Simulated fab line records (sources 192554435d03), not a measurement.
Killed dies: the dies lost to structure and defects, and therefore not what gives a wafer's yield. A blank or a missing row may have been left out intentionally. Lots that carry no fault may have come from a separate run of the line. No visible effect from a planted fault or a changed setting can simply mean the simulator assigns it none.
Split-lot trial + flow n5 finfet + 21 wafers read across 7 lots, on a route 1938 steps long

## THE SPLIT
At N5_SDB_COAT_05 (resist thk 90 nm), the setting spin rpm was moved away from the recipe's 1500 rpm on 9 of the 21 wafers read, by -5.6% to +4.7%. The other wafers ran this setting at the recipe's value.

## FROM THE SPLIT TO THE READING: what the file shows between them, 5 steps
- N5_SDB_EBR_07
- N5_SDB_SOFTBAKE_06: time 60 s
- N5_SDB_EXPOSE_08: exposes mask SDB
- N5_SDB_PEB_09: peb time 60 s
- N5_SDB_DEVELOP_10: develop time 30 s

## THE READING
CAR-ArF_of_SDB_COAT_05.thk nm (the simulator's own value, which no gauge read), in nm, at N5_SDB_DESCUM_16 (chemistry O2, time 7.9 s). No usual value for it is given in the file. Across the 12 wafers here that went through the recipe, the average is 83.6 nm and the standard deviation 0.34 nm.

| wafer  | tool, chamber at the split | spin rpm as run, rpm | against the recipe | CAR-ArF_of_SDB_COAT_05.thk nm, nm | against lot-mates on the recipe |
|--------|----------------------------|----------------------|--------------------|-----------------------------------|---------------------------------|
| L077.1 | litho track-04, 0          | 1500                 | recipe             | 83.4                              | -                               |
| L077.6 | litho track-04, 0          | 1500                 | recipe             | 83.4                              | -                               |
| L077.3 | litho track-04, 0          | 1500                 | recipe             | 83.2                              | -                               |
| L078.1 | litho track-03, 0          | 1500                 | recipe             | 84                                | -                               |
| L078.5 | litho track-03, 0          | 1500                 | recipe             | 84                                | -                               |
| L078.3 | litho track-03, 0          | 1500                 | recipe             | 83.8                              | -                               |
| L079.1 | litho track-02, 0          | 1500                 | recipe             | 83.8                              | -                               |
| L079.4 | litho track-02, 0          | 1500                 | recipe             | 83.6                              | -                               |
| L079.5 | litho track-02, 0          | 1500                 | recipe             | 84                                | -                               |
| L088.1 | litho track-04, 0          | 1430                 | -4.7%              | 85.8                              | +2.6                            |
| L088.2 | litho track-04, 0          | 1430                 | -4.7%              | 85.8                              | +2.6                            |
| L088.5 | litho track-04, 0          | 1500                 | recipe             | 83.2                              | -                               |
| L089.3 | litho track-04, 0          | 1549                 | +3.3%              | 82.2                              | -0.8                            |
| L089.4 | litho track-04, 0          | 1500                 | recipe             | 83                                | -                               |
| L089.5 | litho track-04, 0          | 1549                 | +3.3%              | 82                                | -1.0                            |
| L090.1 | litho track-03, 0          | 1416                 | -5.6%              | 86                                | no lot-mate on the recipe       |
| L090.6 | litho track-03, 0          | 1416                 | -5.6%              | 86                                | no lot-mate on the recipe       |
| L090.5 | litho track-03, 0          | 1416                 | -5.6%              | 86.4                              | no lot-mate on the recipe       |
| L097.3 | litho track-02, 0          | 1500                 | recipe             | 83.8                              | -                               |
| L097.4 | litho track-02, 0          | 1571                 | +4.7%              | 81.6                              | -2.2                            |
| L097.5 | litho track-02, 0          | 1571                 | +4.7%              | 81.6                              | -2.2                            |

FIT RESULTS
A straight line over all 21 wafers: CAR-ArF_of_SDB_COAT_05.thk nm changes by -0.45 nm for each +1% of spin rpm; r = -0.98; the points scatter about the line by 0.28 nm.
The same after taking each lot's own level away (the mean of its wafers on the recipe; 18 wafers): -0.472 nm for each +1%; r = -0.98; scatter 0.25 nm.
Per that fit: largest spin rpm move, reading shift of 2.6 nm.
Across the lots, their own levels run from 83.00 to 83.93 nm, a range of 2.8 times the standard deviation given above.
So the lot-to-lot level changes the slope little: the two slopes agree.
Check: -2.09 nm against its lot-mates is what the line predicts for one of the wafers moved furthest among these (+4.7%) when that wafer is left out of the fit. Against them it came out at -2.2 nm.

## THE WHOLE CHAIN: every reading that the file lists as answering this split, in the file's order
| step              | what it does             | reading                                                                        | change (the file's fit)               | r (the file's) |
|-------------------|--------------------------|--------------------------------------------------------------------------------|---------------------------------------|----------------|
| N5_SDB_COAT_05    | resist thk 90 nm         | CAR-ArF_of_SDB_COAT_05.thk nm (the simulator's own value, which no gauge read) | -0.46 nm for each +1% of the setting  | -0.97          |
| N5_SDB_DEVELOP_10 | develop time 30 s        | CAR-ArF_of_SDB_COAT_05.thk nm (the simulator's own value, which no gauge read) | -0.447 nm for each +1% of the setting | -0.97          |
| N5_SDB_DESCUM_16  | chemistry O2, time 7.9 s | CAR-ArF_of_SDB_COAT_05.thk nm (the simulator's own value, which no gauge read) | -0.465 nm for each +1% of the setting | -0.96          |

## FILE'S OWN FIT
CAR-ArF_of_SDB_COAT_05.thk nm changes by -0.465 nm for each +1% of spin rpm, r = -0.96.
